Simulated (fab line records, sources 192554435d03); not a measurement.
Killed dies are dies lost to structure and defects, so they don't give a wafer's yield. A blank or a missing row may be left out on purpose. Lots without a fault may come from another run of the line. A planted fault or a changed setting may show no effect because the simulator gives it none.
fab line records | flow n5_finfet | part 1 of 2: steps 1 to 4 of 6
record lots=20 wafers=60 last_day=20
route steps=1938 shown BEOL_M0_SAQP@670 BEOL_M0@721 BEOL_M1@767
lots that met no fault: from a run of the same line without faults
start_h: hours from the record's first day to the start of the lot's first wafer shown | wait_h: hours since the lot's step before | " the same as in the row above | L1.1+2: a row that stands for several wafers | - no value, or no start given | * or withheld: withheld | < > ~ a bound
route shown NAME@n: a module of which the file shows steps, and the number in the route of the first | usual: mean/standard deviation of fault-free wafers | same: alike in all rows | chamber/n: place in a boat | sites: the reading at each site | _std_site: their standard deviation | _edge_site: outer sites' mean less inner sites' | radius_mm: how far each site lies from the wafer's centre | mask NAME#n: copy n | behind: the tool/chamber that last shaped the wafer | hold: why the lot was held/for how many hours/how that ended | device: the transistor (n, p or np) that didn't switch | end of line: the same wafers' tests at the end of the route | a step without rows: its recipe alone | killed: dies lost to structure and defects at the first sort, not the wafer's yield | map: a wafer's dies, x killed, . not, _ none there
set.NAME: the setting as run; set.NAME@STEP: as run at that earlier step | model.NAME: the simulator's own value behind a step, which no gauge read
steps of the route over a sample of lots; a table a step, a row a wafer
services: from which hour (start_h, from the record's first day; less than 0 if before it) a tool's chamber was out of use, for how many hours, and why
## steps
# step N5_BEOL_M0_SAQP_RECESS_104
# recipe chemistry=HF/NH3 target=SiO2 target_depth_a=180 afs_cycles=3 temp_c=30 sublimation_temp_c=180 sublimation_time_s=60
# usual drypump_motor_current_A=5.7/0.65 foreline_p_Torr=0.1280/0.00035
# same afs_cycles=3
# columns lot.wafer tool chamber start_h wait_h drypump_motor_current_A foreline_p_Torr
L074.4 vapor_etch-02 1 111.10 0.2 6.4 0.1283
L074.5 " 1 " " 6.5 0.1284
L074.6 " 0 " " 4.9 0.1276
L075.2 vapor_etch-02 0 115.93 0.1 5.0 0.1275
L075.4 " 0 " " 5.0 0.1277
L075.6 " 1 " " 6.4 0.1281
L076.1 vapor_etch-02 0 121.62 0.1 4.9 0.1281
L076.2 " 1 " " 6.4 0.1278
L076.5 " 0 " " 4.9 0.1280
L078.2 vapor_etch-01 1 131.50 0.3 5.4 0.1277
L078.4 " 1 " " 5.4 0.1285
L078.5 " 0 " " 5.8 0.1287
L080.1 vapor_etch-01 1 148.94 0.2 5.4 0.1279
L080.3 " 0 " " 5.8 0.1278
L080.6 " 0 " " 5.8 0.1272
L081.3 vapor_etch-01 1 152.58 0.2 5.4 0.1280
L081.4 " 0 " " 5.8 0.1283
L081.5 " 0 " " 5.8 0.1278
L082.2 vapor_etch-02 0 156.51 0.1 4.9 0.1286
L082.3 " 1 " " 6.4 0.1280
L082.5 " 0 " " 5.0 0.1285
L083.1 vapor_etch-02 0 166.77 0.3 4.9 0.1276
L083.5 " 1 " " 6.4 0.1272
L083.6 " 0 " " 4.9 0.1279
L085.1 vapor_etch-02 1 175.11 0.1 6.4 0.1280
L085.2 " 0 " " 5.0 0.1281
L085.6 " 0 " " 5.0 0.1275
L086.3 vapor_etch-02 1 185.24 0.2 6.4 0.1282
L086.4 " 0 " " 4.9 0.1280
L086.5 " 1 " " 6.4 0.1283
L087.3 vapor_etch-01 1 197.58 0.2 5.4 0.1279
L087.5 " 1 " " 5.4 0.1284
L087.6 " 0 " " 5.8 0.1286
L088.1 vapor_etch-02 0 198.87 0.1 4.9 0.1284
L088.2 " 1 " " 6.4 0.1277
L088.5 " 0 " " 5.0 0.1282
L089.1 vapor_etch-02 1 199.35 0.1 6.4 0.1278
L089.3 " 1 " " 6.5 0.1277
L089.4 " 0 " " 5.0 0.1279
L090.2 vapor_etch-02 1 205.16 0.1 6.4 0.1279
L090.3 " 0 " " 5.0 0.1284
L090.4 " 1 " " 6.4 0.1282
L091.3 vapor_etch-02 0 208.43 0.2 5.0 0.1277
L091.5 " 1 " " 6.4 0.1280
L091.6 " 0 " " 4.9 0.1280
L093.1 vapor_etch-02 0 221.44 0.1 5.0 0.1278
L093.4 " 1 " " 6.5 0.1280
L093.5 " 1 " " 6.5 0.1283
L094.1 vapor_etch-02 0 225.08 0.1 4.9 0.1281
L094.5 " 0 " " 5.0 0.1281
L094.6 " 1 " " 6.4 0.1276
L095.2 vapor_etch-02 1 236.39 0.1 6.4 0.1276
L095.3 " 0 " " 5.0 0.1281
L095.5 " 1 " " 6.4 0.1278
L096.1 vapor_etch-01 1 246.70 0.1 5.4 0.1279
L096.3 " 0 " " 5.8 0.1282
L096.5 " 0 " " 5.8 0.1277
L097.1 vapor_etch-02 0 251.20 0.9 5.0 0.1281
L097.2 " 1 " " 6.4 0.1285
L097.3 " 0 " " 4.9 0.1283
# step N5_BEOL_M0_SAQP_ETCH_107
# recipe chemistry=CH3F/O2 target=SiNx target_depth_a=300 mask_material=SOC pressure_mtorr=30 source_w=395 bias_w=73 Ar_flow_sccm=150 CH3F_flow_sccm=30 O2_flow_sccm=20 ion_energy_ev=120
# usual O2_flow_sccm=20.00/0.064 drypump_motor_current_A=5.7/0.39 oes_product_au=0.79/0.059 rf_vpp_V=298/6 showerhead_plenum_p_Torr=2.00/0.079 throttle_valve_pct=16.30/0.16
# columns lot.wafer tool chamber start_h wait_h O2_flow_sccm drypump_motor_current_A oes_product_au rf_hours_counter_h rf_vpp_V showerhead_plenum_p_Torr throttle_valve_pct
L074.4 rie_diel-03 0 111.49 0.0 19.96 5.5 0.77 142 305 1.99 16.13
L074.5 " 0 " " 19.94 5.5 0.77 - 305 1.99 16.15
L074.6 " 1 " " 19.91 5.4 0.93 - 286 1.97 16.07
L075.2 rie_diel-03 1 116.60 0.0 19.95 5.4 0.92 18 287 1.97 16.09
L075.4 " 0 " " 19.96 5.5 0.77 143 303 1.99 16.14
L075.6 " 0 " " 20.06 5.4 0.78 - 303 1.99 16.15
L076.1 rie_diel-03 1 122.13 0.0 19.89 5.3 0.92 19 287 1.97 16.08
L076.2 " 0 " " 19.98 5.5 0.77 145 304 1.99 16.14
L076.5 " 2 " " 19.96 6.1 0.77 - 300 1.92 16.04
L078.2 rie_diel-03 3 132.00 0.0 19.95 5.1 0.83 74 293 2.11 16.32
L078.4 " 2 " " 19.98 6.1 0.78 151 301 1.92 16.08
L078.5 " 0 " " 20.03 5.5 0.77 - 305 1.99 16.14
L080.1 rie_diel-06 2 149.55 0.0 20.10 6.1 0.78 103 292 2.03 16.55
L080.3 " 3 " " 19.96 5.7 0.75 148 305 2.09 16.36
L080.6 " 3 " " 20.01 5.7 0.75 - 305 2.09 16.36
L081.3 rie_diel-06 1 153.20 0.0 19.89 5.5 0.82 112 297 1.84 16.36
L081.4 " 0 " " 19.97 5.9 0.76 155 303 2.07 16.14
L081.5 " 2 " " 20.08 6.1 0.78 - 290 2.02 16.54
L082.2 rie_diel-06 3 157.02 0.0 19.98 5.7 0.74 150 306 2.09 16.38
L082.3 " 2 " " 19.88 6.0 0.78 105 290 2.02 16.56
L082.5 " 0 " " 20.15 5.9 0.75 - 301 2.07 16.15
L083.1 rie_diel-05 3 167.39 0.0 20.05 6.1 0.76 144 302 2.00 16.28
L083.5 " 0 " " 19.91 5.6 0.71 - 291 1.98 16.47
L083.6 " 3 " " 20.08 6.1 0.77 - 302 2.00 16.29
L085.1 rie_diel-06 0 175.67 0.0 20.02 5.9 0.75 162 301 2.07 16.15
L085.2 " 3 " " 19.97 5.7 0.74 156 305 2.09 16.38
L085.6 " 0 " " 19.89 5.9 0.76 - 302 2.07 16.15
L086.3 rie_diel-03 0 185.63 0.0 19.95 5.5 0.75 166 303 1.98 16.17
L086.4 " 3 " " 19.97 5.1 0.81 91 292 2.11 16.35
L086.5 " 2 " " 20.01 6.1 0.75 - 300 1.92 16.09
L087.3 rie_diel-06 1 198.05 0.0 19.99 5.5 0.81 124 298 1.84 16.39
L087.5 " 2 " " 20.06 6.0 0.78 - 292 2.02 16.57
L087.6 " 1 " " 19.92 5.5 0.80 - 298 1.84 16.39
L088.1 rie_diel-05 1 199.38 0.0 19.99 6.5 0.93 8 304 1.97 16.12
L088.2 " 2 " " 19.95 4.8 0.86 54 294 2.05 16.27
L088.5 " 1 " " 20.02 6.5 0.93 - 304 1.96 16.13
L089.1 rie_diel-03 2 199.88 0.0 19.89 6.1 0.75 172 299 1.92 16.11
L089.3 " 0 " " 20.01 5.5 0.76 170 303 1.98 16.20
L089.4 " 1 " " 19.95 5.4 0.88 45 287 1.96 16.12
L090.2 rie_diel-06 2 205.70 0.0 19.90 6.0 0.77 118 291 2.02 16.57
L090.3 " 3 " " 19.99 5.7 0.74 164 304 2.09 16.39
L090.4 " 1 " " 20.00 5.5 0.80 126 297 1.84 16.38
L091.3 rie_diel-06 2 208.81 0.0 20.08 6.1 0.76 118 291 2.02 16.58
L091.5 " 0 " " 20.06 5.9 0.74 - 301 2.06 16.18
L091.6 " 3 " " 19.97 5.7 0.73 - 305 2.09 16.40
L093.1 rie_diel-03 1 222.12 0.0 20.01 5.4 0.87 53 286 1.96 16.14
L093.4 " 3 " " 20.02 5.1 0.80 102 292 2.11 16.35
L093.5 " 0 " " 19.95 5.5 0.74 - 303 1.98 16.22
L094.1 rie_diel-06 1 225.59 0.0 20.10 5.6 0.79 132 299 1.84 16.39
L094.5 " 0 " " 20.07 5.9 0.74 - 301 2.06 16.19
L094.6 " 3 " " 19.98 5.7 0.74 - 303 2.08 16.41
L095.2 rie_diel-06 2 237.08 0.0 19.93 6.0 0.77 126 291 2.02 16.58
L095.3 " 0 " " 20.07 5.9 0.73 179 300 2.06 16.17
L095.5 " 0 " " 20.10 5.9 0.74 - 301 2.06 16.16
L096.1 rie_diel-05 1 247.28 0.0 20.06 6.5 0.89 25 302 1.96 16.15
L096.3 " 3 " " 19.92 6.1 0.75 170 304 1.99 16.33
L096.5 " 2 " " 20.00 4.9 0.85 - 294 2.04 16.30
L097.1 rie_diel-06 3 251.73 0.0 20.06 5.7 0.72 177 304 2.08 16.42
L097.2 " 0 " " 19.96 5.9 0.74 184 301 2.06 16.17
L097.3 " 2 " " 20.04 6.1 0.76 130 291 2.02 16.61
# step N5_BEOL_M0_TRENCH_ETCH_107
# recipe chemistry=C4F6/O2 target_depth_a=328 target=SiOC time_s=16.4 ion_energy_ev=250 pressure_mtorr=30 source_w=355 bias_w=185 Ar_flow_sccm=300 C4F6_flow_sccm=10 O2_flow_sccm=10
# usual C4F6_flow_sccm=10.002/0.03 O2_flow_sccm=10.00/0.03 drypump_motor_current_A=5.6/0.41 oes_product_au=0.78/0.084 rf_vpp_V=662/13 showerhead_plenum_p_Torr=2.86/0.1 throttle_valve_pct=20.81/0.18
# columns lot.wafer tool chamber start_h wait_h C4F6_flow_sccm O2_flow_sccm drypump_motor_current_A oes_product_au rf_hours_counter_h rf_vpp_V showerhead_plenum_p_Torr throttle_valve_pct
L074.4 rie_diel-02 3 118.91 0.0 9.971 9.99 5.6 0.70 214 667 2.95 20.77
L074.5 " 2 " " 9.992 10.01 5.9 0.70 - 640 2.71 21.08
L074.6 " 3 " " 10.022 10.04 5.6 0.70 - 669 2.95 20.80
L075.2 rie_diel-04 1 123.02 0.0 10.036 10.05 6.4 0.72 212 643 2.92 20.97
L075.4 " 2 " " 9.998 9.97 5.7 0.87 - 652 2.81 20.73
L075.6 " 3 " " 10.045 10.04 5.8 0.77 - 661 2.88 20.79
L076.1 rie_diel-01 1 128.57 0.0 10.026 10.00 5.3 0.72 228 673 2.79 20.95
L076.2 " 0 " " 10.049 10.02 4.9 0.75 177 678 2.84 20.97
L076.5 " 0 " " 10.039 9.98 4.9 0.74 - 678 2.84 20.94
L078.2 rie_diel-01 1 136.79 0.0 9.958 9.96 5.3 0.71 230 674 2.79 20.96
L078.4 " 0 " " 9.997 9.97 4.9 0.73 179 677 2.84 20.95
L078.5 " 0 " " 9.975 10.04 4.9 0.74 - 678 2.84 20.96
L080.1 rie_diel-02 3 155.06 0.0 9.995 9.98 5.7 0.69 225 667 2.95 20.82
L080.3 " 0 " " 10.004 9.98 5.3 0.74 178 656 2.85 20.80
L080.6 " 2 " " 9.965 10.04 5.9 0.70 - 642 2.70 21.11
L081.3 rie_diel-01 1 159.07 0.0 10.014 10.00 5.3 0.70 238 674 2.79 20.96
L081.4 " 0 " " 9.982 9.98 4.9 0.73 187 678 2.84 20.96
L081.5 " 1 " " 10.017 9.99 5.3 0.71 - 674 2.79 20.97
L082.2 rie_diel-04 3 163.29 0.0 9.961 9.98 5.8 0.76 150 661 2.87 20.83
L082.3 " 2 " " 9.976 10.00 5.8 0.85 58 654 2.80 20.75
L082.5 " 2 " " 9.986 10.03 5.7 0.84 - 655 2.80 20.75
L083.1 rie_diel-01 2 173.01 0.0 9.985 9.96 6.4 0.89 45 684 3.03 20.80
L083.5 " 3 " " 10.038 9.99 4.9 0.86 - 659 2.99 20.54
L083.6 " 2 " " 9.933 9.96 6.4 0.88 - 683 3.03 20.81
L085.1 rie_diel-01 0 181.55 0.0 10.013 9.98 4.9 0.72 194 677 2.84 20.97
L085.2 " 3 " " 10.005 10.01 4.9 0.85 55 657 2.99 20.53
L085.6 " 3 " " 9.988 9.97 4.9 0.86 - 658 2.99 20.53
L086.3 rie_diel-04 0 191.08 0.0 10.027 9.97 5.7 0.92 22 680 3.00 20.50
L086.4 " 0 " " 10.035 10.05 5.7 0.93 - 679 3.00 20.51
L086.5 " 2 " " 10.007 10.02 5.7 0.83 - 653 2.80 20.78
L087.3 rie_diel-02 2 202.75 0.0 9.979 10.06 5.9 0.68 231 640 2.69 21.13
L087.5 " 2 " " 9.942 10.02 5.9 0.69 - 641 2.69 21.13
L087.6 " 1 " " 9.952 10.04 5.6 0.78 - 665 2.75 20.80
L089.1 rie_diel-04 3 205.00 0.0 10.014 10.00 5.8 0.74 169 661 2.86 20.86
L089.3 " 2 " " 9.934 9.96 5.8 0.83 75 654 2.80 20.76
L089.4 " 0 " " 10.018 10.00 5.7 0.92 - 681 2.99 20.52
L088.1 rie_diel-02 2 205.36 0.0 10.058 9.98 5.9 0.67 232 641 2.69 21.12
L088.2 " 1 " " 10.028 9.99 5.7 0.77 141 666 2.75 20.79
L088.5 " 0 " " 10.055 10.02 5.3 0.73 - 656 2.85 20.82
L090.2 rie_diel-01 0 210.83 0.0 9.998 9.99 4.9 0.70 208 676 2.83 20.99
L090.3 " 3 " " 9.998 9.98 4.9 0.84 69 657 2.99 20.57
L090.4 " 2 " " 9.946 10.01 6.4 0.86 - 684 3.02 20.83
L091.3 rie_diel-04 0 215.16 0.0 9.967 9.92 5.7 0.91 32 680 2.99 20.51
L091.5 " 0 " " 9.961 9.97 5.7 0.90 - 679 2.99 20.52
L091.6 " 3 " " 10.004 9.96 5.8 0.73 - 661 2.86 20.86
L093.1 rie_diel-02 1 229.05 0.0 10.013 9.99 5.6 0.77 152 667 2.75 20.82
L093.4 " 0 " " 10.046 10.00 5.3 0.73 - 656 2.84 20.84
L093.5 " 2 " " 10.016 9.95 5.9 0.68 - 640 2.69 21.15
L094.1 rie_diel-04 3 231.78 0.0 10.034 10.00 5.8 0.72 184 660 2.85 20.87
L094.5 " 0 " " 10.000 10.03 5.7 0.89 - 679 2.99 20.56
L094.6 " 2 " " 9.988 9.99 5.7 0.81 - 653 2.79 20.80
L095.2 rie_diel-04 2 242.99 0.0 9.981 10.04 5.8 0.80 97 653 2.79 20.80
L095.3 " 1 " " 9.989 10.01 6.4 0.70 233 642 2.91 21.00
L095.5 " 1 " " 10.020 10.00 6.4 0.70 - 643 2.91 20.98
L096.1 rie_diel-02 0 254.93 0.0 10.019 10.03 5.3 0.72 216 654 2.84 20.86
L096.3 " 3 " " 10.022 10.03 5.7 0.97 4 667 2.94 20.45
L096.5 " 1 " " 10.017 9.96 5.7 0.76 - 666 2.74 20.83
L097.1 rie_diel-02 0 258.72 0.0 10.021 9.94 5.3 0.71 218 655 2.84 20.85
L097.2 " 3 " " 9.964 10.00 5.7 0.96 6 667 2.94 20.48
L097.3 " 1 " " 10.013 10.04 5.7 0.75 166 665 2.74 20.84
# step N5_BEOL_M0_ETCH_109
# recipe chemistry=CH3F/O2 target_depth_a=80 overetch_a=24 target=SiCN time_s=27.4 ion_energy_ev=120 pressure_mtorr=30 source_w=395 bias_w=75 Ar_flow_sccm=150 CH3F_flow_sccm=30 O2_flow_sccm=20
# usual O2_flow_sccm=20.00/0.063 drypump_motor_current_A=5.6/0.45 oes_product_au=0.66/0.065 rf_vpp_V=297.6/1.8 showerhead_plenum_p_Torr=2.02/0.075 throttle_valve_pct=16.28/0.19
# columns lot.wafer tool chamber start_h wait_h O2_flow_sccm drypump_motor_current_A oes_product_au rf_hours_counter_h rf_vpp_V showerhead_plenum_p_Torr throttle_valve_pct
L074.4 rie_diel-02 1 119.13 0.0 19.94 5.7 0.69 112 296.9 1.94 16.20
L074.5 " 0 " " 19.98 5.3 0.64 - 297.3 2.01 16.21
L074.6 " 3 " " 20.14 5.6 0.62 - 297.6 2.08 16.25
L075.2 rie_diel-01 3 123.51 0.3 20.08 4.9 0.74 35 299.3 2.12 15.94
L075.4 " 1 " " 19.99 5.3 0.61 225 298.7 1.96 16.47
L075.6 " 1 " " 20.01 5.3 0.60 - 296.8 1.96 16.46
L076.1 rie_diel-01 1 128.78 0.0 20.02 5.3 0.59 228 296.5 1.96 16.50
L076.2 " 3 " " 19.92 4.9 0.74 38 301.0 2.12 15.96
L076.5 " 1 " " 20.08 5.3 0.60 - 297.1 1.96 16.47
L078.2 rie_diel-04 2 137.00 0.0 20.08 5.8 0.73 49 295.7 1.97 16.15
L078.4 " 3 " " 19.99 5.8 0.65 - 296.9 2.02 16.23
L078.5 " 1 " " 19.97 6.4 0.62 - 300.0 2.05 16.51
L080.1 rie_diel-02 0 155.27 0.0 20.03 5.3 0.63 178 297.9 2.00 16.25
L080.3 " 2 " " 20.00 5.9 0.59 215 294.3 1.90 16.61
L080.6 " 2 " " 20.06 5.9 0.60 - 295.0 1.90 16.62
L081.3 rie_diel-01 0 159.28 0.0 19.95 4.9 0.64 187 298.8 2.00 16.41
L081.4 " 3 " " 20.06 4.9 0.73 48 301.1 2.11 15.98
L081.5 " 2 " " 19.87 6.4 0.76 - 297.9 2.14 16.17
L082.2 rie_diel-04 1 163.51 0.0 20.01 6.4 0.60 229 297.5 2.05 16.52
L082.3 " 3 " " 19.98 5.8 0.64 150 296.4 2.01 16.25
L082.5 " 1 " " 20.02 6.4 0.61 - 298.4 2.05 16.52
L083.1 rie_diel-04 0 173.81 0.6 19.96 5.7 0.81 14 299.6 2.12 15.95
L083.5 " 1 " " 19.87 6.4 0.61 - 297.8 2.05 16.51
L083.6 " 2 " " 19.91 5.8 0.73 - 297.4 1.96 16.16
L085.1 rie_diel-01 1 181.76 0.0 19.86 5.3 0.59 246 298.2 1.96 16.50
L085.2 " 2 " " 19.96 6.4 0.74 47 300.1 2.13 16.19
L085.6 " 3 " " 19.98 4.9 0.73 - 298.9 2.11 16.00
L086.3 rie_diel-01 3 191.82 0.5 20.06 4.9 0.73 59 299.1 2.11 16.02
L086.4 " 2 " " 19.88 6.4 0.73 50 301.4 2.13 16.20
L086.5 " 0 " " 20.06 4.9 0.63 - 296.9 1.99 16.45
L087.3 rie_diel-02 2 202.96 0.0 19.99 5.9 0.60 231 294.1 1.89 16.65
L087.5 " 2 " " 20.08 5.9 0.60 - 295.7 1.89 16.67
L087.6 " 1 " " 19.98 5.7 0.68 - 296.2 1.93 16.23
L089.1 rie_diel-02 0 205.50 0.3 19.98 5.3 0.61 193 297.7 2.00 16.27
L089.3 " 2 " " 19.94 5.9 0.59 232 294.9 1.89 16.65
L089.4 " 1 " " 19.99 5.6 0.66 141 295.3 1.93 16.26
L088.1 rie_diel-02 0 205.58 0.0 20.02 5.3 0.62 193 297.9 2.00 16.29
L088.2 " 1 " " 20.00 5.7 0.65 141 296.3 1.93 16.24
L088.5 " 2 " " 20.06 5.9 0.59 - 295.6 1.89 16.65
L090.2 rie_diel-02 0 211.04 0.0 19.98 5.3 0.61 194 297.9 2.00 16.27
L090.3 " 3 " " 20.02 5.7 0.59 243 300.2 2.07 16.30
L090.4 " 2 " " 20.03 5.9 0.59 234 295.3 1.89 16.67
L091.3 rie_diel-01 2 215.40 0.1 20.03 6.4 0.72 62 298.2 2.13 16.20
L091.5 " 2 " " 20.03 6.4 0.72 - 300.9 2.13 16.21
L091.6 " 1 " " 20.01 5.3 0.82 - 296.2 1.95 16.05
L093.1 rie_diel-04 3 229.87 0.6 19.98 5.8 0.63 183 296.8 2.00 16.30
L093.4 " 2 " " 20.05 5.7 0.70 - 296.6 1.95 16.19
L093.5 " 0 " " 19.92 5.8 0.76 - 299.9 2.11 15.99
L094.1 rie_diel-02 2 232.54 0.6 19.91 5.9 0.58 245 296.6 1.89 16.68
L094.5 " 1 " " 20.07 5.6 0.65 - 295.7 1.93 16.26
L094.6 " 0 " " 20.06 5.3 0.60 - 296.5 1.99 16.29
L095.2 rie_diel-04 3 243.21 0.0 20.01 5.8 0.61 191 296.5 2.00 16.31
L095.3 " 0 " " 19.97 5.7 0.75 50 298.6 2.10 16.02
L095.5 " 3 " " 19.88 5.8 0.62 - 296.8 2.00 16.33
L096.1 rie_diel-04 1 255.31 0.2 20.13 6.4 0.61 237 298.2 2.04 16.52
L096.3 " 0 " " 20.09 5.7 0.76 53 298.8 2.10 16.03
L096.5 " 3 " " 20.08 5.8 0.62 - 297.9 2.00 16.32
L097.1 rie_diel-04 0 259.26 0.4 20.02 5.7 0.74 55 299.8 2.10 16.02
L097.2 " 1 " " 20.04 6.4 0.62 239 298.8 2.04 16.53
L097.3 " 3 " " 20.06 5.8 0.62 195 296.1 2.00 16.31
